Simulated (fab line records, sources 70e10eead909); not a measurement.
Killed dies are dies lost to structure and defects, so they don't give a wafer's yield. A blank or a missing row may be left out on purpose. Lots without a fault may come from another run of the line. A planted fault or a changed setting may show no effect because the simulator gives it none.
Which tool did it? | flow nand_harc | 13 lots, 37 wafers sampled, at 5 steps of a route of 1302

WHAT THE GAUGES READ, wafer by wafer
NHARC_A_SGD_CUT_THK_MEAS_22: measures by ellipsometry. Usual: thk_nm 147.9 nm, standard deviation 1.8.
lot  | measured     | on            | thk_nm (nm)       | flag
L463 | day 20 10:22 | film_metro-01 | 148.1 147.4 146.2 |
L464 | day 20 17:44 | film_metro-01 | 148.0 150.1 146.4 |
L466 | day 21 01:16 | film_metro-02 | 148.5 148.5 147.7 |
L467 | day 21 01:16 | film_metro-01 | 146.8 147.8 149.7 |
L471 | day 22 19:45 | film_metro-01 | 147.4 149.4 149.6 |
L470 | day 22 19:45 | film_metro-02 | 147.1 146.8 147.9 |
L472 | day 23 15:53 | film_metro-02 | 145.4 150.0 150.4 |
L476 | day 25 03:00 | film_metro-01 | 147.4 148.8 149.2 |
L475 | day 25 02:59 | film_metro-01 | 148.7             |
L479 | day 26 08:42 | film_metro-02 | 145.9 149.1 149.3 |
L480 | day 26 08:43 | film_metro-01 | 146.8 148.3 147.9 |
L482 | day 27 22:50 | film_metro-02 | 146.1 147.7 148.6 |
L485 | day 29 02:28 | film_metro-01 | 144.0 145.8 146.8 |

NHARC_END_SORT_01. Usual: killed_at_array 52, standard deviation 16; killed_at_other 0.8, standard deviation 0.98; killed_at_periphery 4.2, standard deviation 2.9; killed_dies 57, standard deviation 16; killed_open 3.3, standard deviation 1.9; killed_short 2.5, standard deviation 1.5.
lot  | measured     | on        | killed_at_array | killed_at_other | killed_at_periphery | killed_dies | killed_open | killed_short | flag
L479 | day 31 15:01 | prober-02 | 668 75 59       | 0 2 2           | 9 7 1               | 677 84 62   | 7 1 2       | 1 3 3        | OFF

WHICH TOOL RAN EACH LOT (tool, then ch and the chambers of the sampled wafers, then the start)
lot  | NHARC_A_SGD_CUT_ETCH_15                       | NHARC_A_SGD_CUT_STRIP_17                      | NHARC_A_WL_FILL_ETCHBACK_04
L463 | rie_diel-09 ch 1,3, day 20 10:22 or earlier   | rie_diel-09 ch 2,3, day 20 10:22 or earlier   | rie_metal-02 ch 0,1, day 21 06:58
L464 | rie_diel-06 ch 0,2, day 20 17:44 or earlier   | rie_diel-06 ch 1,2,3, day 20 17:44 or earlier | rie_metal-01 ch 0,1, day 21 16:16
L466 | rie_diel-11 ch 0,1,2, day 21 01:16 or earlier | rie_diel-11 ch 0,2,3, day 21 01:16 or earlier | rie_metal-03 ch 0,1, day 21 21:08
L467 | rie_diel-06 ch 0,1, day 21 01:16 or earlier   | rie_diel-06 ch 0,1, day 21 01:16 or earlier   | rie_metal-01 ch 0,1, day 21 21:31
L471 | rie_diel-09 ch 0,1, day 22 19:45 or earlier   | rie_diel-09 ch 0,2,3, day 22 19:45 or earlier | rie_metal-01 ch 0,1, day 23 17:15
L470 | rie_diel-11 ch 0,1, day 22 19:45 or earlier   | rie_diel-11 ch 0,2, day 22 19:45 or earlier   | rie_metal-02 ch 0,1, day 23 17:20
L472 | rie_diel-06 ch 0,3, day 23 15:53 or earlier   | rie_diel-06 ch 0,1,3, day 23 15:53 or earlier | rie_metal-02 ch 0, day 24 12:19
L476 | rie_diel-11 ch 0,1,3, day 25 03:00 or earlier | rie_diel-11 ch 0,1,2, day 25 03:00 or earlier | rie_metal-03 ch 0,1, day 25 22:52
L475 | rie_diel-11 ch 2, day 25 02:59 or earlier     | rie_diel-11 ch 2, day 25 02:59 or earlier     | rie_metal-02 ch 0, day 26 03:23
L479 | rie_diel-06 ch 0,1, day 26 08:42 or earlier   | rie_diel-06 ch 1,3, day 26 08:42 or earlier   | rie_metal-02 ch 0,1, day 27 06:40
L480 | rie_diel-11 ch 1,2,3, day 26 08:43 or earlier | rie_diel-11 ch 0,2,3, day 26 08:43 or earlier | rie_metal-01 ch 0,1, day 27 06:26
L482 | rie_diel-09 ch 1,3, day 27 22:50 or earlier   | rie_diel-09 ch 0,2, day 27 22:50 or earlier   | rie_metal-03 ch 0, day 28 20:52
L485 | rie_diel-09 ch 0,1,3, day 29 02:28 or earlier | rie_diel-09 ch 0,2,3, day 29 02:28 or earlier | rie_metal-01 ch 0,1, day 30 04:01
- NHARC_A_SGD_CUT_ETCH_15: etches the open film in CH3F/O2, target depth 75 nm, time 64.3 s.
- NHARC_A_SGD_CUT_STRIP_17: strips in O2.
- NHARC_A_WL_FILL_ETCHBACK_04: etches the open film in NF3, target depth 60 nm, time 120 s.

WHAT THE TOOLS THEMSELVES READ (means of the sampled wafers that have a number; where no wafer has one, the mark that the record gives instead)
NHARC_A_SGD_CUT_ETCH_15. Usual: drypump_motor_current_A 5.7 A, standard deviation 0.42; oes_product_au 0.961 a.u., standard deviation 0.022; rf_fwd_power_W 495.1 W, standard deviation 2.1; rf_vpp_V 264.2 V, standard deviation 1.8; showerhead_plenum_p_Torr 2.48 Torr, standard deviation 0.11; throttle_valve_pct 20.665 %, standard deviation 0.0089.
lot  | tool        | drypump_motor_current_A (A) | oes_product_au (a.u.) | rf_fwd_power_W (W) | rf_vpp_V (V) | showerhead_plenum_p_Torr (Torr) | throttle_valve_pct (%) | flag
L463 | rie_diel-09 | 5.1                         | 0.961                 | 493.3              | 265.7        | 2.60                            | 20.664                 |
L464 | rie_diel-06 | 6.1                         | 0.935                 | 495.1              | 264.3        | 2.48                            | 20.657                 |
L466 | rie_diel-11 | 5.8                         | 0.945                 | 494.3              | 264.8        | 2.53                            | 20.668                 |
L467 | rie_diel-06 | 5.6                         | 0.960                 | 496.8              | 263.2        | 2.45                            | 20.656                 |
L471 | rie_diel-09 | 5.0                         | 0.962                 | 493.0              | 264.4        | 2.53                            | 20.672                 |
L470 | rie_diel-11 | 5.9                         | 0.940                 | 495.7              | 264.9        | 2.54                            | 20.667                 |
L472 | rie_diel-06 | 5.9                         | 0.965                 | 497.8              | 262.7        | 2.34                            | 20.661                 |
L476 | rie_diel-11 | 5.8                         | 0.955                 | 495.2              | 264.5        | 2.47                            | 20.669                 |
L475 | rie_diel-11 | 6.1                         | 0.939                 | 493.9              | 266.1        | 2.58                            | 20.666                 |
L479 | rie_diel-06 | 5.6                         | 0.962                 | 495.2              | 263.8        | 2.45                            | 20.667                 |
L480 | rie_diel-11 | 6.1                         | 0.955                 | 495.3              | 265.1        | 2.54                            | 20.659                 |
L482 | rie_diel-09 | 5.1                         | 0.963                 | 494.5              | 266.0        | 2.59                            | 20.656                 |
L485 | rie_diel-09 | 5.2                         | 0.976                 | 495.3              | 265.0        | 2.52                            | 20.669                 |

NHARC_A_SGD_CUT_STRIP_17. Usual: drypump_motor_current_A 5.7 A, standard deviation 0.41; oes_product_au 1.000 a.u., standard deviation 0.013; rf_vpp_V 57.9 V, standard deviation 1; showerhead_plenum_p_Torr 3.55 Torr, standard deviation 0.16; throttle_valve_pct 17.035 %, standard deviation 0.0088.
lot  | tool        | drypump_motor_current_A (A) | oes_product_au (a.u.) | rf_vpp_V (V) | showerhead_plenum_p_Torr (Torr) | throttle_valve_pct (%) | flag
L463 | rie_diel-09 | 5.4                         | 0.993                 | 56.9         | 3.62                            | 17.033                 |
L464 | rie_diel-06 | 6.0                         | 1.004                 | 57.4         | 3.54                            | 17.044                 |
L466 | rie_diel-11 | 5.8                         | 0.995                 | 57.4         | 3.53                            | 17.029                 |
L467 | rie_diel-06 | 5.7                         | 0.998                 | 57.0         | 3.59                            | 17.039                 |
L471 | rie_diel-09 | 5.4                         | 1.014                 | 58.1         | 3.51                            | 17.030                 |
L470 | rie_diel-11 | 5.6                         | 1.003                 | 58.1         | 3.50                            | 17.038                 |
L472 | rie_diel-06 | 5.8                         | 1.002                 | 57.7         | 3.48                            | 17.033                 |
L476 | rie_diel-11 | 5.9                         | 0.994                 | 58.5         | 3.62                            | 17.037                 |
L475 | rie_diel-11 | 6.1                         | 0.982                 | 59.8         | 3.69                            | 17.041                 |
L479 | rie_diel-06 | 6.0                         | 1.011                 | 57.7         | 3.44                            | 17.029                 |
L480 | rie_diel-11 | 5.8                         | 0.999                 | 58.2         | 3.52                            | 17.031                 |
L482 | rie_diel-09 | 5.3                         | 1.006                 | 58.0         | 3.38                            | 17.031                 |
L485 | rie_diel-09 | 5.4                         | 1.014                 | 58.0         | 3.50                            | 17.039                 |

NHARC_A_WL_FILL_ETCHBACK_04. Usual: drypump_motor_current_A 5.6 A, standard deviation 0.31; oes_product_au 0.995 a.u., standard deviation 0.012; run_length_s 141.2 s, standard deviation 0.36.
lot  | tool         | drypump_motor_current_A (A) | oes_product_au (a.u.) | run_length_s (s) | flag
L463 | rie_metal-02 | 5.8                         | 0.999                 | 141.2            |
L464 | rie_metal-01 | 5.3                         | 0.999                 | 141.2            |
L466 | rie_metal-03 | 5.6                         | 0.984                 | 141.3            |
L467 | rie_metal-01 | 5.1                         | 0.992                 | 141.1            |
L471 | rie_metal-01 | 5.3                         | 0.998                 | 141.4            |
L470 | rie_metal-02 | 5.9                         | 1.001                 | 141.2            |
L472 | rie_metal-02 | 5.7                         | 0.997                 | 141.6            |
L476 | rie_metal-03 | 5.7                         | 0.992                 | 141.2            |
L475 | rie_metal-02 | 5.7                         | 1.002                 | 89.6             | OFF
L479 | rie_metal-02 | 5.9                         | 0.996                 | 124.0            | OFF
L480 | rie_metal-01 | 5.3                         | 0.992                 | 141.2            |
L482 | rie_metal-03 | 5.6                         | 1.000                 | 140.8            |
L485 | rie_metal-01 | 5.3                         | 1.002                 | 141.5            |

THE ANSWER, worked out from the rows above alone
Rule: a lot is off if the mean of its wafers that have a number lies more than 3 standard deviations from the usual mean. A lot without any number at a reading at which 4 lots or more have one is off too. The other lots that the step has rows for count as sound. The gauges are gone through in route order, then the tools' own readings, and for those a lot's mean is taken as printed above. The first step at which some lot is off is used, and at that step the reading that is off furthest; a lot without a number counts as furthest.
Off: L479, at NHARC_END_SORT_01 (killed_dies). Neither off nor sound, because the step has no rows for them: L463, L464, L466, L467, L471, L470, L472, L476, L475, L480, L482, L485.
A tool fits if, at a process step before that reading, it ran every lot that is off, and no sound lot after the first of them. The gauges at NHARC_END_SORT_01 aren't tried: what is off there is off at NHARC_A_WL_FILL_ETCHBACK_04 too, on other tools, and a gauge's error can't cause that. NHARC_A_SGD_CUT_ETCH_15 gives no start for some lots, so the hours and the order of its lots are those of NHARC_A_SGD_CUT_THK_MEAS_22. NHARC_A_SGD_CUT_STRIP_17 gives no start for some lots, so the hours and the order of its lots are those of NHARC_A_SGD_CUT_THK_MEAS_22. Can't be told from this: 2 tools fit, rie_diel-06 at NHARC_A_SGD_CUT_ETCH_15 and NHARC_A_SGD_CUT_STRIP_17, rie_metal-02 at NHARC_A_WL_FILL_ETCHBACK_04.

WHAT THE SIMULATOR HAD PUT IN
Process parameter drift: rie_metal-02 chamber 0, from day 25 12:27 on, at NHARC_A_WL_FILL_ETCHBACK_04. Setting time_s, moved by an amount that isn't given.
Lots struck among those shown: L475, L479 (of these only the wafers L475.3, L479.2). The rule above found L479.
